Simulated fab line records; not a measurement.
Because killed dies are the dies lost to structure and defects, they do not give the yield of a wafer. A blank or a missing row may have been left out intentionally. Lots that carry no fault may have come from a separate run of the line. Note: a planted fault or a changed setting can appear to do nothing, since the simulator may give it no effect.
fab line records	flow n5_finfet
[record] lots = 9	wafers = 27	last_day = 18
route steps=1938 shown WELL_APT@36 PMOS_HMC_CHANNEL_EPI@65 BEOL_M4@1111
lots with no fault: from the same line, run without faults
start_h: the number of hours between the record's first day and the start of the first shown wafer of the lot	wait_h: hours since the lot's step before	" identical to the entry in the row above	L1.1+2: several wafers, shown together as one row	- no value present, or no start provided	* or withheld: withheld	< > ~ a bound
route shown NAME@n: a module of which the file shows steps, and the number in the route of the first	usual: mean and standard deviation over wafers with no fault	same: alike in all rows	chamber/n: place in a boat	sites: per-site readings	_std_site: standard deviation of those values	_edge_site: outer sites' mean less inner sites'	radius_mm: how far each site lies from the wafer's centre	mask NAME#n: copy n	behind: the tool/chamber that last shaped the wafer	hold: why the lot went on hold/how many hours it stayed there/how the hold came to an end	device: the n, p or np transistor that did not switch	end of line: tests run on the same wafers once the route is complete	a step without rows: its recipe alone	killed: the dies lost at the first sort to structure and to defects; this is not the yield of the wafer	map: the dies of a wafer, with x for killed, . for not killed, _ for no die there
set.NAME: setting as actually run; set.NAME@STEP: the setting as run at that earlier step	model.NAME: the simulator's own value behind a step, which no gauge read
route steps across a sampled set of lots; one table per step, one row per wafer
services: from which hour (start_h, from the record's first day; less than 0 if before it) a tool's chamber was out of use, for how many hours, and why
[[steps]]
[step N5_WELL_APT_COAT_19]
[recipe] spin_rpm = 1357	resist_thk_nm = 950
[usual] spin_speed_rpm = 1357.0/1.1
lot.wafer	tool	chamber	start_h	wait_h	spin_speed_rpm
L831.1	litho_track-01	0	20.62	-	1357.4
L831.2	"	0	"	"	1356.8
L831.3	"	0	"	"	1356.4
L832.1	litho_track-03	0	26.94	-	1357.3
L832.2	"	0	"	"	1357.4
L832.5	"	0	"	"	1356.9
L833.3	litho_track-04	0	32.53	-	1356.6
L833.4	"	0	"	"	1356.8
L833.6	"	0	"	"	1355.3
L834.4	litho_track-01	0	38.54	-	1357.3
L834.5	"	0	"	"	1357.3
L834.6	"	0	"	"	1358.4
L838.2	litho_track-01	0	62.72	-	1483.7
L838.4	"	0	"	"	1482.7
L838.5	"	0	"	"	1482.5
L844.1	litho_track-01	0	98.87	-	1482.5
L844.4	"	0	"	"	1482.6
L844.5	"	0	"	"	1482.3
L846.2	litho_track-04	0	110.55	-	1356.7
L846.3	"	0	"	"	1356.9
L846.5	"	0	"	"	1355.9
L847.1	litho_track-04	0	116.80	-	1356.9
L847.4	"	0	"	"	1357.9
L847.5	"	0	"	"	1357.1
L851.2	litho_track-04	0	140.74	-	1357.9
L851.4	"	0	"	"	1357.3
L851.6	"	0	"	"	1356.9
[step N5_WELL_APT_CD_MEAS_25]
[recipe] target_cd_nm = 200	landing_energy_ev = 500	detector = se_inlens
[usual] cd_nm = 199.6/1.5
lot.wafer	tool	chamber	start_h	wait_h	cd_nm
L831.1	cd_sem-03	0	21.01	-	199.4
L831.2	"	0	"	"	200.2
L831.3	"	0	"	"	198.4
L832.1	cd_sem-01	0	27.33	-	204.0
L832.2	"	0	"	"	202.2
L832.5	"	0	"	"	202.1
L833.3	cd_sem-02	0	32.93	-	200.5
L833.4	"	0	"	"	198.0
L833.6	"	0	"	"	199.6
L834.4	cd_sem-02	0	38.93	-	199.2
L834.5	"	0	"	"	199.4
L834.6	"	0	"	"	200.2
L838.2	cd_sem-01	0	63.11	-	202.7
L838.4	"	0	"	"	203.4
L838.5	"	0	"	"	204.1
L844.1	cd_sem-02	0	99.26	-	201.4
L844.4	"	0	"	"	201.5
L844.5	"	0	"	"	201.3
L846.2	cd_sem-01	0	110.94	-	199.8
L846.3	"	0	"	"	200.6
L846.5	"	0	"	"	199.5
L847.1	cd_sem-01	0	117.06	-	200.6
L847.4	"	0	"	"	200.8
L847.5	"	0	"	"	200.6
L851.2	cd_sem-02	0	141.01	-	199.0
L851.4	"	0	"	"	200.4
L851.6	"	0	"	"	200.3
[step N5_WELL_APT_DESCUM_30]
[recipe] chemistry = O2	time_s = 7.9	source_power_w = 50	bias_power_w = 20	pressure_mtorr = 20	rf_frequency_hz = 2.712e+07	temp_c = 40	o2_flow_sccm = 225
[usual] chamber_pressure_mTorr = 20.000/0.017	drypump_motor_current_A = 5.6/0.38	oes_product_au = 0.79/0.092	rf_vpp_V = 243.6/1.3	showerhead_plenum_p_Torr = 2.12/0.068	throttle_valve_pct = 20.4/0.31
lot.wafer	tool	chamber	start_h	wait_h	chamber_pressure_mTorr	drypump_motor_current_A	oes_product_au	rf_hours_counter_h	rf_vpp_V	showerhead_plenum_p_Torr	throttle_valve_pct
L831.1	rie_diel-06	3	21.10	0.0	19.997	6.5	0.75	151	243.5	2.17	20.5
L831.2	"	0	"	"	20.007	5.4	0.76	139	243.6	2.10	20.2
L831.3	"	1	"	"	20.022	5.3	0.82	80	242.2	2.03	20.6
L832.1	rie_diel-03	0	27.42	0.0	19.986	5.0	0.69	246	243.1	2.07	20.8
L832.2	"	1	"	"	19.974	5.5	0.74	175	243.5	2.10	20.5
L832.5	"	1	"	"	19.987	5.5	0.74	-	242.7	2.09	20.4
L833.3	rie_diel-06	3	33.01	0.0	20.024	6.5	0.75	156	244.6	2.17	20.4
L833.4	"	3	"	"	20.013	6.5	0.74	-	245.6	2.17	20.4
L833.6	"	0	"	"	20.016	5.5	0.77	-	243.3	2.10	20.2
L834.4	rie_diel-04	0	39.05	0.1	19.965	5.4	0.92	-	246.6	2.25	20.7
L834.5	"	1	"	"	20.006	5.7	0.69	-	245.7	2.16	20.5
L834.6	"	3	"	"	19.986	5.5	0.68	-	242.8	2.14	20.2
L838.2	rie_diel-03	2	63.20	0.0	20.002	5.7	0.69	247	241.3	1.97	20.4
L838.4	"	2	"	"	20.004	5.7	0.70	-	240.1	1.97	20.4
L838.5	"	1	"	"	20.008	5.6	0.73	-	243.0	2.09	20.5
L844.1	rie_diel-03	1	99.51	0.2	19.960	5.6	0.72	205	243.7	2.08	20.5
L844.4	"	3	"	"	19.999	5.7	0.70	-	243.3	2.15	21.0
L844.5	"	1	"	"	19.977	5.5	0.72	-	242.3	2.08	20.5
L846.2	rie_diel-06	1	111.03	0.0	20.029	5.3	0.78	109	241.4	2.02	20.7
L846.3	"	2	"	"	19.987	5.0	0.85	67	243.3	2.03	20.5
L846.5	"	2	"	"	20.008	5.0	0.84	-	244.1	2.03	20.5
L847.1	rie_diel-04	3	117.15	0.0	20.017	5.5	0.96	11	244.5	2.14	19.9
L847.4	"	1	"	"	20.007	5.7	0.68	239	243.6	2.15	20.6
L847.5	"	3	"	"	19.961	5.5	0.95	-	244.6	2.14	19.9
L851.2	rie_diel-04	2	141.09	0.0	19.979	5.7	0.89	32	243.4	2.13	19.8
L851.4	"	1	"	"	19.958	5.7	0.67	247	243.9	2.15	20.6
L851.6	"	2	"	"	20.018	5.7	0.89	-	244.7	2.13	19.9
[step N5_PMOS_HMC_CHANNEL_EPI_CD_MEAS_09]
[recipe] target_cd_nm = 237.4	landing_energy_ev = 500	detector = se_inlens
[usual] cd_nm = 237.1/0.68
lot.wafer	tool	chamber	start_h	wait_h	cd_nm
L831.1	cd_sem-02	0	23.21	-	238.9
L831.2	"	0	"	"	237.2
L831.3	"	0	"	"	238.3
L832.1	cd_sem-02	0	29.56	-	237.6
L832.2	"	0	"	"	238.3
L832.5	"	0	"	"	238.1
L833.3	cd_sem-02	0	35.31	-	236.6
L833.4	"	0	"	"	236.8
L833.6	"	0	"	"	238.1
L834.4	cd_sem-01	0	41.06	-	237.0
L834.5	"	0	"	"	237.4
L834.6	"	0	"	"	237.8
L838.2	cd_sem-02	0	65.51	-	236.7
L838.4	"	0	"	"	237.7
L838.5	"	0	"	"	238.0
L844.1	cd_sem-02	0	101.58	-	236.7
L844.4	"	0	"	"	237.1
L844.5	"	0	"	"	236.4
L846.2	cd_sem-02	0	113.31	-	236.7
L846.3	"	0	"	"	236.9
L846.5	"	0	"	"	237.8
L847.1	cd_sem-03	0	119.14	-	236.8
L847.4	"	0	"	"	237.4
L847.5	"	0	"	"	237.2
L851.2	cd_sem-03	0	143.22	-	236.7
L851.4	"	0	"	"	237.6
L851.6	"	0	"	"	236.7
[step N5_BEOL_M4_RC_MEAS_101]
[usual] DIBL_N = 36.4/1.4	DIBL_P = 36.3/1.8	IOFF_N = 0.163/0.024	IOFF_P = 0.21/0.034	ION_N = 673/11	ION_P = 461/7.4	SS_N = 71.6/0.52	SS_P = 73.3/0.58	VT_N = 249.4/2.5	VT_P = -250/3.5
lot.wafer	tool	chamber	start_h	wait_h	DIBL_N[mV/V]	DIBL_P[mV/V]	IOFF_N[nA/um]	IOFF_P[nA/um]	ION_N[uA/um]	ION_P[uA/um]	SS_N[mV/dec]	SS_P[mV/dec]	VT_N[mV]	VT_P[mV]
L831.1	prober-02	0	170.66	0.0	37.2	37.1	0.176	0.21	668	451	71.9	73.0	248.3	-249
L831.2	"	0	"	"	36.7	37.9	0.180	0.23	684	467	71.8	73.3	248.2	-249
L831.3	"	0	"	"	37.6	37.5	0.190	0.22	673	456	71.6	72.7	248.1	-249
L832.1	prober-01	0	175.17	0.0	37.2	38.0	0.170	0.25	663	456	71.9	73.8	245.9	-246
L832.2	"	0	"	"	37.2	37.4	0.169	0.24	668	462	71.2	73.4	249.0	-248
L832.5	"	0	"	"	37.5	38.2	0.181	0.24	666	459	71.9	73.8	246.9	-248
L833.3	prober-02	0	186.20	0.3	36.8	37.2	0.173	0.19	674	449	71.8	73.8	246.7	-254
L833.4	"	0	"	"	36.2	36.3	0.167	0.19	685	455	71.4	72.5	246.7	-254
L833.6	"	0	"	"	35.0	35.3	0.147	0.17	668	453	71.9	72.8	251.3	-254
L834.4	prober-02	0	192.36	0.5	34.6	33.8	0.118	0.20	651	458	70.6	72.5	254.1	-248
L834.5	"	0	"	"	36.9	36.4	0.154	0.25	661	462	72.2	72.9	247.8	-247
L834.6	"	0	"	"	37.7	38.1	0.176	0.27	682	477	72.1	74.1	249.6	-243
L838.2	prober-02	0	212.44	0.2	36.0	36.8	0.169	0.23	665	461	72.1	73.5	248.2	-247
L838.4	"	0	"	"	35.0	35.7	0.145	0.21	666	457	71.0	73.2	248.0	-249
L838.5	"	0	"	"	36.5	37.7	0.174	0.26	680	475	71.9	73.9	247.9	-244
L844.1	prober-01	0	257.91	0.0	35.4	36.1	0.172	0.22	688	466	72.0	73.5	246.6	-246
L844.4	"	0	"	"	35.2	35.5	0.160	0.21	664	464	70.9	73.1	251.5	-246
L844.5	"	0	"	"	37.6	38.1	0.204	0.25	683	463	71.9	74.3	245.7	-245
L846.2	prober-02	0	261.20	0.2	37.7	35.9	0.174	0.21	663	451	72.5	73.4	252.2	-249
L846.3	"	0	"	"	35.0	33.7	0.124	0.17	661	455	71.4	73.3	254.1	-250
L846.5	"	0	"	"	35.7	33.7	0.138	0.17	653	448	71.8	72.7	252.6	-256
L847.1	prober-01	0	266.60	0.0	36.4	37.2	0.175	0.22	676	461	71.5	73.4	248.3	-248
L847.4	"	0	"	"	34.9	35.6	0.147	0.19	683	465	70.5	72.6	248.1	-251
L847.5	"	0	"	"	35.2	36.2	0.153	0.19	682	468	70.8	72.1	249.0	-251
L851.2	prober-02	0	303.23	0.2	35.1	34.8	0.137	0.19	665	460	70.9	73.0	250.8	-250
L851.4	"	0	"	"	36.0	35.2	0.146	0.20	666	455	71.1	72.9	251.1	-250
L851.6	"	0	"	"	35.1	35.0	0.142	0.20	662	456	70.9	72.6	248.0	-248
[[services]]
tool	chamber	start_h	hours	kind
rie_diel-04	0	2.96	-	clean
rie_diel-04	0	2.96	-	consumable_replace:focus_ring
rie_diel-04	0	2.96	-	consumable_replace:showerhead
rie_diel-04	0	2.96	15.3	scheduled_down
rie_diel-04	0	2.96	15.3	vent_cycle
rie_diel-04	2	18.60	-	clean
rie_diel-04	2	18.60	-	consumable_replace:focus_ring
rie_diel-04	2	18.60	32.3	scheduled_down
rie_diel-04	2	18.60	32.3	vent_cycle
rie_diel-06	2	19.45	22.1	repair
rie_diel-03	3	22.21	6.4	repair
rie_diel-03	0	39.72	-	clean
rie_diel-03	0	39.72	-	consumable_replace:focus_ring
rie_diel-06	1	51.39	1.4	repair
rie_diel-04	3	66.26	-	clean
rie_diel-04	3	66.26	-	consumable_replace:focus_ring
rie_diel-04	3	66.26	13.0	scheduled_down
rie_diel-04	3	66.26	13.0	vent_cycle
rie_diel-03	2	69.94	-	clean
rie_diel-03	2	69.94	-	consumable_replace:focus_ring
rie_diel-03	2	69.94	-	consumable_replace:showerhead
rie_diel-03	2	69.94	13.2	scheduled_down
rie_diel-03	2	69.94	13.2	vent_cycle
rie_diel-03	0	111.09	14.0	repair
[[key]]
[first_sign] step = N5_WELL_APT_COAT_19	reading = spin_speed_rpm	direction = up	sigmas = 99+	usual = *	struck = *
[effect] step = N5_WELL_APT_CD_MEAS_25	reading = cd_nm	direction = up	sigmas = 1.8	usual = 199.6	struck = 202.4
met_at N5_WELL_APT_COAT_19
struck_lots L838,L844
not_acting_at N5_WELL_APT_CD_MEAS_25,N5_WELL_APT_DESCUM_30,N5_PMOS_HMC_CHANNEL_EPI_CD_MEAS_09
onset_between 38.54 62.72
[fault] kind = process_parameter_drift	tool = litho_track-01	chamber = -	onset_h = 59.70	steps = N5_WELL_APT_COAT_19	channel = spin_rpm	offset = *	shape = step	end_h = 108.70	acts_in = *	stated = *
